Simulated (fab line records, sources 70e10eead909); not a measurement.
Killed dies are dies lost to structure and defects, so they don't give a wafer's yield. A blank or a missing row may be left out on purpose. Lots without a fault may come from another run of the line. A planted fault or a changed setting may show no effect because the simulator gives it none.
A struck lot beside a sound one | flow nand_harc | 38 steps out of a route of 1302
Sound: wafers L513.1, L513.2, L513.5. Struck: wafer L509.4. (L509.1, L509.5 of the same lot were not struck and are left out.) The cause comes at the end.
At each step with rows: each side's tool, then ch and its chambers, then its first start. Under that, the readings that differ: sound wafers | struck wafers | difference of the means | sigmas: that difference in standard deviations of wafers without a fault.
alike: readings whose means differ by less than 2 such deviations, and words and numbers that are the same on both sides. not compared: withheld readings, readings that some wafer has no value for, bounds like >300 that may hide the same value, and numbers for which the record gives no deviation and whose values overlap.
The two part at a step that has a row with sigmas, a row that says differs or no value, or rows on one side only. Numbers that don't overlap but have no deviation are shown without sigmas and don't part them. A reading that every wafer of one side lacks parts them only if that side has two wafers or more.

first, 8 steps without rows for these wafers: NHARC_A_CHANNEL_HOLE_D1_COAT_36 (time 75 s); NHARC_A_CHANNEL_HOLE_D1_COAT_37 (time 65 s); NHARC_A_CHANNEL_HOLE_D1_COAT_04 (resist thk 90 nm); NHARC_A_CHANNEL_HOLE_D1_SOFTBAKE_05 (time 55 s); NHARC_A_CHANNEL_HOLE_D1_EBR_06; NHARC_A_CHANNEL_HOLE_D1_EXPOSE_07 (exposes mask HOLE D1, target cd 100 nm); NHARC_A_CHANNEL_HOLE_D1_PEB_08 (peb time 65 s); NHARC_A_CHANNEL_HOLE_D1_DEVELOP_09 (develop time 35 s).
NHARC_A_CHANNEL_HOLE_D1_CD_MEAS_10: target cd 100 nm.
  sound on cd_sem-01 ch 0, day 14 14:53; struck on cd_sem-01 ch 0, day 12 10:36
  alike: cd_nm
NHARC_A_CHANNEL_HOLE_D1_OVL_MEAS_11:
  sound on overlay-02, day 14 14:59; struck on overlay-01, day 12 10:41
  alike: overlay_x_nm, overlay_y_nm
NHARC_A_CHANNEL_HOLE_D1_INSPECT_12:
  sound on defect_inspect-01, day 14 15:01; struck on defect_inspect-02, day 12 10:44
  alike: raw_defect_count
NHARC_A_CHANNEL_HOLE_D1_DESCUM_15: chemistry O2, time 3 s.
  sound on rie_diel-02 ch 1,3, day 14 15:05; struck on rie_diel-07 ch 2, day 12 10:48
  alike: drypump_motor_current_A, oes_product_au, rf_vpp_V, showerhead_plenum_p_Torr, throttle_valve_pct
  not compared: rf_hours_counter_h
NHARC_A_CHANNEL_HOLE_D1_ETCH_38: etches the open film in CF4, target depth 39 nm, time 65 s.
  sound on rie_diel-02 ch 0,1, day 14 15:10; struck on rie_diel-07 ch 2, day 12 10:54
  alike: drypump_motor_current_A, oes_product_au, rf_vpp_V, showerhead_plenum_p_Torr, throttle_valve_pct
  not compared: rf_hours_counter_h
NHARC_A_CHANNEL_HOLE_D1_ETCH_39: etches the open film in N2/H2, target depth 260 nm, time 325 s.
  sound on rie_diel-02 ch 0,2; struck on rie_diel-07 ch 2
  reading               | sound             | struck | difference | sigmas
  oes_product_au (a.u.) | 0.980 0.992 0.996 | 1.017  | +0.028     | +3
  alike: drypump_motor_current_A, h2_flow_sccm, n2_flow_sccm, rf_vpp_V, showerhead_plenum_p_Torr, throttle_valve_pct
  not compared: rf_hours_counter_h
then, 1 step without rows for these wafers: NHARC_A_CHANNEL_HOLE_D1_ETCH_34 (etches the open film in CF4/CHF3, target depth 154 nm, time 77 s).
NHARC_A_CHANNEL_HOLE_D1_ETCH_16: etches the open film in O2/COS, target depth 3100 nm, time 806 s.
  sound on rie_diel-02 ch 0,2,3; struck on rie_diel-07 ch 0
  reading                         | sound          | struck | difference | sigmas
  showerhead_plenum_p_Torr (Torr) | 2.96 3.00 3.03 | 3.27   | +0.27      | +2
  alike: drypump_motor_current_A, oes_product_au, rf_vpp_V, throttle_valve_pct
  not compared: rf_hours_counter_h
NHARC_A_CHANNEL_HOLE_D1_CD_MEAS_18:
  sound on cd_sem-02, day 14 16:11; struck on cd_sem-03, day 12 12:07
  alike: cd_nm
NHARC_A_CHANNEL_HOLE_D1_ETCH_19: etches the open film in C4F8/O2/Ar, time 34.5 s.
  sound on har_etch-01 ch 0,1, day 14 16:16; struck on har_etch-02 ch 0, day 12 16:10
  alike: drypump_motor_current_A, he_backside_leak_sccm, showerhead_plenum_p_Torr, throttle_valve_pct
  not compared: rf_hours_counter_h
then, 7 steps without rows for these wafers: NHARC_A_CHANNEL_HOLE_D1_ETCH_20 (etches the open film in C4F8/O2/Ar, time 361.9 s, target depth 1600 nm); NHARC_A_CHANNEL_HOLE_D1_ETCH_21 (etches the open film in C4F8/O2/Ar, time 514.3 s, target depth 1600 nm); NHARC_A_CHANNEL_HOLE_D1_ETCH_22 (etches the open film in C4F8/O2/Ar, time 666.7 s, target depth 1600 nm); NHARC_A_CHANNEL_HOLE_D1_ETCH_23 (etches the open film in C4F8/O2/Ar, time 819 s, target depth 1600 nm); NHARC_A_CHANNEL_HOLE_D1_ETCH_24 (etches the open film in C4F8/O2/Ar, time 906.2 s, target depth 1500 nm); NHARC_A_CHANNEL_HOLE_D1_ETCH_25 (etches the open film in C4F8/O2/Ar, time 1040.2 s, target depth 1500 nm); NHARC_A_CHANNEL_HOLE_D1_ETCH_26 (etches the open film in C4F8/O2/Ar, time 224.1 s, target depth 300 nm).
NHARC_A_CHANNEL_HOLE_D1_ETCH_33: etches the open film in C4F8/O2/Ar, time 90 s, target depth 400 nm.
  sound on har_etch-01 ch 0,1, day 14 20:14; struck on har_etch-02 ch 0, day 12 20:09
  alike: drypump_motor_current_A, he_backside_leak_sccm, showerhead_plenum_p_Torr, throttle_valve_pct
  not compared: rf_hours_counter_h
then, 7 steps without rows for these wafers: NHARC_A_CHANNEL_HOLE_D1_STRIP_41 (strips in N2/H2); NHARC_A_CHANNEL_HOLE_D1_STRIP_42 (strips in CF4/CHF3); NHARC_A_CHANNEL_HOLE_D1_STRIP_43 (strips in O2/COS); NHARC_A_CHANNEL_HOLE_D1_ETCH_44 (etches the open film in CF4/O2, target depth 140 nm, overetch 14 nm, time 77 s); NHARC_A_CHANNEL_HOLE_D1_STRIP_27 (strips in O2); NHARC_A_CHANNEL_HOLE_D1_PRECLEAN_28 (cleans in SC1); NHARC_A_CHANNEL_HOLE_D1_SRD_29.
NHARC_A_CHANNEL_HOLE_D1_CD_MEAS_30:
  sound on cd_sem-02, day 14 21:46; struck on cd_sem-03, day 12 21:40
  alike: cd_nm
then, 1 step without rows for these wafers: NHARC_A_CHANNEL_HOLE_D1_XSEM_31.
NHARC_A_CHANNEL_HOLE_D1_INSPECT_40:
  sound on defect_inspect-02, day 14 21:58; struck on defect_inspect-01, day 12 21:52
  reading          | sound    | struck | difference | sigmas
  raw_defect_count | 51 47 47 | 1074   | +1026      | +35
then, 1 step without rows for these wafers: NHARC_A_CHANNEL_FILL_D1_PRECLEAN_00 (cleans in SC1).
-- the record jumps here: 16 days lie between the struck wafers' starts before and after (it left off in module A_CHANNEL_FILL_D1 and takes up again in module END, whose first step shown is number 1302 of the route) --
NHARC_END_SORT_01:
  the record has rows for the struck wafers here (prober-02 ch 0, day 28 10:04) and none for the sound ones

WHERE THEY PART
First at NHARC_A_CHANNEL_HOLE_D1_ETCH_39; last, within this record, at NHARC_END_SORT_01.

WHY: what the simulator had put in
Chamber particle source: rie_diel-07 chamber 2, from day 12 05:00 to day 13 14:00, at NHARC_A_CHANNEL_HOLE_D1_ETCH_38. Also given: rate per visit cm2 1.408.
